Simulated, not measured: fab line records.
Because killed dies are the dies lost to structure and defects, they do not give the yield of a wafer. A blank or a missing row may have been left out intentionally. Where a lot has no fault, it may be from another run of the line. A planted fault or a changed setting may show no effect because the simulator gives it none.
Which of the tools did it? + flow n5_finfet + Sampling: 11 lots, 33 wafers, 4 of 1938 route steps

== WHAT THE GAUGES SHOWED, per wafer ==
N5_BEOL_M11_CD_MEAS_11 targets a cd of 64.1 nm.
| lot  | measured     | on        | cd_nm (nm)     |
|------|--------------|-----------|----------------|
| L207 | day 11 09:55 | cd_sem-03 | 64.2 63.4 64.9 |
| L209 | day 12 05:34 | cd_sem-03 | 64.4 64.7 64.8 |
| L211 | day 12 06:25 | cd_sem-02 | 63.9 63.8 64.9 |
| L210 | day 12 06:31 | cd_sem-01 | 63.9 63.9 64.2 |
| L214 | day 12 22:01 | cd_sem-01 | 64.7 65.5 63.2 |
| L215 | day 13 01:52 | cd_sem-02 | 64.9 63.2 63.2 |
| L217 | day 13 15:54 | cd_sem-01 | 63.6 64.5 63.1 |
| L221 | day 14 16:02 | cd_sem-01 | 65.1 63.8 63.9 |
| L224 | day 15 10:19 | cd_sem-03 | 64.0 64.4 64.4 |
| L225 | day 15 10:34 | cd_sem-02 | 64.3 64.1 63.5 |
| L226 | day 16 05:05 | cd_sem-01 | 63.4 64.5 64.3 |

== WHICH TOOL RAN EACH LOT (tool, then ch and the chambers of the sampled wafers, then the start) ==
| lot  | N5_BEOL_M10_ALD_74                  | N5_BEOL_M10_CMP_52            | N5_BEOL_M11_PECVD_70            |
|------|-------------------------------------|-------------------------------|---------------------------------|
| L207 | ald_metal-02 ch 1,2, day 11 05:03   | cmp-02 ch 0,2,3, day 11 06:22 | pecvd-02 ch 1,2, day 11 07:47   |
| L209 | ald_metal-01 ch 0,2,3, day 12 01:31 | cmp-02 ch 0,2, day 12 02:46   | pecvd-02 ch 1,2, day 12 03:51   |
| L211 | ald_metal-01 ch 0,2, day 12 02:26   | cmp-01 ch 0,2,3, day 12 04:07 | pecvd-03 ch 0,1,2, day 12 05:12 |
| L210 | ald_metal-02 ch 0,2, day 12 02:35   | cmp-01 ch 0,1,3, day 12 04:26 | pecvd-04 ch 1,2, day 12 05:28   |
| L214 | ald_metal-02 ch 0,1,3, day 12 17:53 | cmp-04 ch 1,2,3, day 12 19:08 | pecvd-04 ch 0,2, day 12 20:11   |
| L215 | ald_metal-01 ch 0,1, day 12 21:24   | cmp-01 ch 0,1, day 12 23:03   | pecvd-03 ch 0,1,2, day 13 00:08 |
| L217 | ald_metal-03 ch 1,2,3, day 13 11:38 | cmp-01 ch 1,2,3, day 13 13:08 | pecvd-04 ch 0,1,2, day 13 14:16 |
| L221 | ald_metal-03 ch 2,3, day 14 12:02   | cmp-04 ch 1,2,3, day 14 13:16 | pecvd-04 ch 0,1,2, day 14 14:47 |
| L224 | ald_metal-01 ch 1,2,3, day 15 06:03 | cmp-04 ch 1,2,3, day 15 07:17 | pecvd-03 ch 0,1,2, day 15 08:43 |
| L225 | ald_metal-02 ch 0,1,2, day 15 06:41 | cmp-04 ch 0,2,3, day 15 08:02 | pecvd-03 ch 0,1,2, day 15 10:01 |
| L226 | ald_metal-02 ch 0,3, day 16 00:01   | cmp-04 ch 0,2,3, day 16 01:03 | pecvd-03 ch 0,1,2, day 16 02:39 |
- N5_BEOL_M10_ALD_74: deposits TaN, target thk 2 nm, pulse time 2 s, purge time 3 s.
- N5_BEOL_M10_CMP_52: polishes, stops on SiCOH lowk, t overpolish 7 s, target thk 140 nm.
- N5_BEOL_M11_PECVD_70: deposits SiO2 from TEOS/O2, target thk 20 nm, time 22.7 s.

== THE ANSWER, worked out from the rows above alone ==
Rule: usual is defined by the lots themselves. Put in order of their means at a reading, lots are off if they are a third of the lots or fewer, leave a main group of 4 or more, and stand apart from it by a gap of 3 or more times the standard deviation of the main group's means; of several such gaps the widest counts. A main group is skipped when, at the precision printed for the reading in the tables above, its means are all equal. A lot without any number at a reading at which 4 lots or more have one is off too. The other lots that the step has rows for count as sound.
None of the lots is off at any reading shown; this tells nothing.

== WHAT HAD BEEN PUT IN BY THE SIMULATOR ==
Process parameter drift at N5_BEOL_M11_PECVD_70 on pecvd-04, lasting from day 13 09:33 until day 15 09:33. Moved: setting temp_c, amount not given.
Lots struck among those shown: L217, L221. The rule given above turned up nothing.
